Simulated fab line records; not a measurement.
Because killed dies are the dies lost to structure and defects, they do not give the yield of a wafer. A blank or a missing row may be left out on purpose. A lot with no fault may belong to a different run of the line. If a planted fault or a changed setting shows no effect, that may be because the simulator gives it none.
Matching of chambers / flow nand_harc / NHARC_A_BONDPAD_STRIP_15 on rie_diel-06 has 4 sister chambers
The step strips in O2. 16 wafers are shown with their chamber, then 8 later ones without.

== EACH WAFER AND ITS CHAMBER ==
wafer=L346.1; chamber=3; showerhead_plenum_p_Torr (Torr)=3.58; drypump_motor_current_A (A)=6.0; oes_product_au (a.u.)=1.007
wafer=L346.3; chamber=0; showerhead_plenum_p_Torr (Torr)=3.57; drypump_motor_current_A (A)=5.0; oes_product_au (a.u.)=0.994
wafer=L346.5; chamber=1; showerhead_plenum_p_Torr (Torr)=3.62; drypump_motor_current_A (A)=5.3; oes_product_au (a.u.)=1.013
wafer=L347.1; chamber=0; showerhead_plenum_p_Torr (Torr)=3.57; drypump_motor_current_A (A)=5.0; oes_product_au (a.u.)=1.014
wafer=L347.3; chamber=3; showerhead_plenum_p_Torr (Torr)=3.58; drypump_motor_current_A (A)=6.0; oes_product_au (a.u.)=1.012
wafer=L347.5; chamber=2; showerhead_plenum_p_Torr (Torr)=3.78; drypump_motor_current_A (A)=5.4; oes_product_au (a.u.)=1.017
wafer=L350.1; chamber=3; showerhead_plenum_p_Torr (Torr)=3.58; drypump_motor_current_A (A)=6.0; oes_product_au (a.u.)=1.004
wafer=L350.2; chamber=1; showerhead_plenum_p_Torr (Torr)=3.62; drypump_motor_current_A (A)=5.3; oes_product_au (a.u.)=0.997
wafer=L350.4; chamber=2; showerhead_plenum_p_Torr (Torr)=3.78; drypump_motor_current_A (A)=5.4; oes_product_au (a.u.)=1.016
wafer=L357.1; chamber=3; showerhead_plenum_p_Torr (Torr)=3.58; drypump_motor_current_A (A)=6.0; oes_product_au (a.u.)=1.016
wafer=L357.3; chamber=1; showerhead_plenum_p_Torr (Torr)=3.62; drypump_motor_current_A (A)=5.4; oes_product_au (a.u.)=0.992
wafer=L357.4; chamber=3; showerhead_plenum_p_Torr (Torr)=3.58; drypump_motor_current_A (A)=6.0; oes_product_au (a.u.)=1.003
wafer=L354.1; chamber=3; showerhead_plenum_p_Torr (Torr)=3.58; drypump_motor_current_A (A)=6.0; oes_product_au (a.u.)=1.007
wafer=L354.3; chamber=0; showerhead_plenum_p_Torr (Torr)=3.56; drypump_motor_current_A (A)=5.0; oes_product_au (a.u.)=1.008
wafer=L354.6; chamber=3; showerhead_plenum_p_Torr (Torr)=3.58; drypump_motor_current_A (A)=6.0; oes_product_au (a.u.)=1.015
wafer=L358.1; chamber=1; showerhead_plenum_p_Torr (Torr)=3.62; drypump_motor_current_A (A)=5.3; oes_product_au (a.u.)=0.986

SIGNATURES, as means of the wafers listed above
reading=showerhead_plenum_p_Torr; chamber 0=3.5667; chamber 1=3.6200; chamber 2=3.7800; chamber 3=3.5800; scatter within a chamber=0.00236
reading=drypump_motor_current_A; chamber 0=5.000; chamber 1=5.325; chamber 2=5.400; chamber 3=6.000; scatter within a chamber=0.025
reading=oes_product_au; chamber 0=1.00533; chamber 1=0.99700; chamber 2=1.01650; chamber 3=1.00914; scatter within a chamber=0.00804
Rule: a wafer lies at a distance from a chamber equal to the root of the sum of squares, over the readings, of (its reading less the chamber's mean, divided by the reading's scatter). If the next closest chamber is less than 2 further off than the closest, the wafer can't be placed; otherwise it belongs to the closest. The scatter: take each reading less its chamber's mean, square it, sum over the shown wafers, divide by the number of wafers less the number of chambers, and take the root.

== WAFERS MISSING THEIR CHAMBER ==
wafer=L358.5; showerhead_plenum_p_Torr (Torr)=3.58; drypump_motor_current_A (A)=6.0; oes_product_au (a.u.)=1.015
wafer=L358.6; showerhead_plenum_p_Torr (Torr)=3.56; drypump_motor_current_A (A)=5.0; oes_product_au (a.u.)=1.016
wafer=L360.1; showerhead_plenum_p_Torr (Torr)=3.56; drypump_motor_current_A (A)=5.0; oes_product_au (a.u.)=1.006
wafer=L360.3; showerhead_plenum_p_Torr (Torr)=3.62; drypump_motor_current_A (A)=5.4; oes_product_au (a.u.)=1.000
wafer=L360.4; showerhead_plenum_p_Torr (Torr)=3.58; drypump_motor_current_A (A)=6.0; oes_product_au (a.u.)=1.020
wafer=L361.2; showerhead_plenum_p_Torr (Torr)=3.56; drypump_motor_current_A (A)=5.0; oes_product_au (a.u.)=1.000
wafer=L361.5; showerhead_plenum_p_Torr (Torr)=3.62; drypump_motor_current_A (A)=5.3; oes_product_au (a.u.)=0.999
wafer=L361.6; showerhead_plenum_p_Torr (Torr)=3.56; drypump_motor_current_A (A)=5.0; oes_product_au (a.u.)=1.001

== WHICH CHAMBER EACH WENT THROUGH ==
wafer=L358.5; from the rows above=3; in truth=3
wafer=L358.6; from the rows above=0; in truth=0
wafer=L360.1; from the rows above=0; in truth=0
wafer=L360.3; from the rows above=1; in truth=1
wafer=L360.4; from the rows above=3; in truth=3
wafer=L361.2; from the rows above=0; in truth=0
wafer=L361.5; from the rows above=1; in truth=1
wafer=L361.6; from the rows above=0; in truth=0
Correct placement for 8 of the 8. Number that these rows cannot place: 0. Wrongly placed: 0.
